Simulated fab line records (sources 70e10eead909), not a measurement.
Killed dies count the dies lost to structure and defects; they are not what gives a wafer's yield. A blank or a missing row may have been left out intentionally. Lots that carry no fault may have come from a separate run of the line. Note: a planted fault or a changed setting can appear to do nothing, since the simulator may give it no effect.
The tool behind it: which one? :: flow nand harc :: 12 lots with 36 wafers sampled at 2 steps, on a route of 1302 steps

WHAT THE GAUGES SHOWED, per wafer
NHARC_P_M0_CD_MEAS_16.
lot: L075
measured: day 6 12:38
on: cd sem-01
cd nm (nm): 88.4 90.4 87.9

lot: L077
measured: day 7 07:55
on: cd sem-03
cd nm (nm): 88.0 90.4 88.7

lot: L079
measured: day 8 10:47
on: cd sem-02
cd nm (nm): 92.1 90.0 91.4

lot: L081
measured: day 9 00:56
on: cd sem-03
cd nm (nm): 89.8 90.6 90.1

lot: L083
measured: day 10 02:44
on: cd sem-03
cd nm (nm): 89.0 89.8 89.6

lot: L084
measured: day 10 18:49
on: cd sem-01
cd nm (nm): 90.5 88.1 89.8

lot: L087
measured: day 11 10:42
on: cd sem-03
cd nm (nm): 89.3 89.5 89.5

lot: L089
measured: day 12 08:55
on: cd sem-02
cd nm (nm): 90.4 91.5 91.1

lot: L091
measured: day 13 08:07
on: cd sem-01
cd nm (nm): 88.2 88.3 88.7

lot: L093
measured: day 13 23:43
on: cd sem-02
cd nm (nm): 89.5 88.5 89.1

lot: L094
measured: day 14 22:03
on: cd sem-01
cd nm (nm): 89.9 89.0 91.5

lot: L097
measured: day 16 01:02
on: cd sem-03
cd nm (nm): 90.4 91.8 89.9

TOOL THAT RAN EACH LOT (tool first, then ch and the chambers of the sampled wafers, then the start)
lot: L075
NHARC_P_CONTACT_ALD_22: ald metal-04 ch 1,2, day 6 09:57

lot: L077
NHARC_P_CONTACT_ALD_22: ald metal-02 ch 0,1,2, day 7 05:11

lot: L079
NHARC_P_CONTACT_ALD_22: ald metal-04 ch 0,2,3, day 8 08:11

lot: L081
NHARC_P_CONTACT_ALD_22: ald metal-04 ch 0,2,3, day 8 22:16

lot: L083
NHARC_P_CONTACT_ALD_22: ald metal-02 ch 1,2, day 9 23:50

lot: L084
NHARC_P_CONTACT_ALD_22: ald metal-01 ch 1,2,3, day 10 16:18

lot: L087
NHARC_P_CONTACT_ALD_22: ald metal-04 ch 0,2,3, day 11 07:32

lot: L089
NHARC_P_CONTACT_ALD_22: ald metal-04 ch 1,3, day 12 06:16

lot: L091
NHARC_P_CONTACT_ALD_22: ald metal-04 ch 0,1,3, day 13 05:27

lot: L093
NHARC_P_CONTACT_ALD_22: ald metal-01 ch 1,2,3, day 13 21:04

lot: L094
NHARC_P_CONTACT_ALD_22: ald metal-04 ch 0,3, day 14 19:22

lot: L097
NHARC_P_CONTACT_ALD_22: ald metal-04 ch 0,1,2, day 15 22:22
- NHARC_P_CONTACT_ALD_22: deposits TiN, target thk 3 nm, pulse time 1 s, ald cycles 150.

THE ANSWER, worked out from the rows above alone
Rule: the usual values come from the lots themselves. The widest of any qualifying gaps counts: lots, ordered by their means at a reading, are off when they make up no more than a third of the lots, leave a main group of 4 or more, and stand apart from it by 3 or more times the standard deviation of that group's means. The tables above print the reading to a certain number of digits; a main group whose means all agree to those digits is not used. A lot without any number at a reading at which 4 lots or more have one is off too. All remaining lots with rows at the step are treated as sound.
Across all readings shown, no lot is off: no conclusion can be drawn from this.

WHAT THE SIMULATOR HAD PUT IN
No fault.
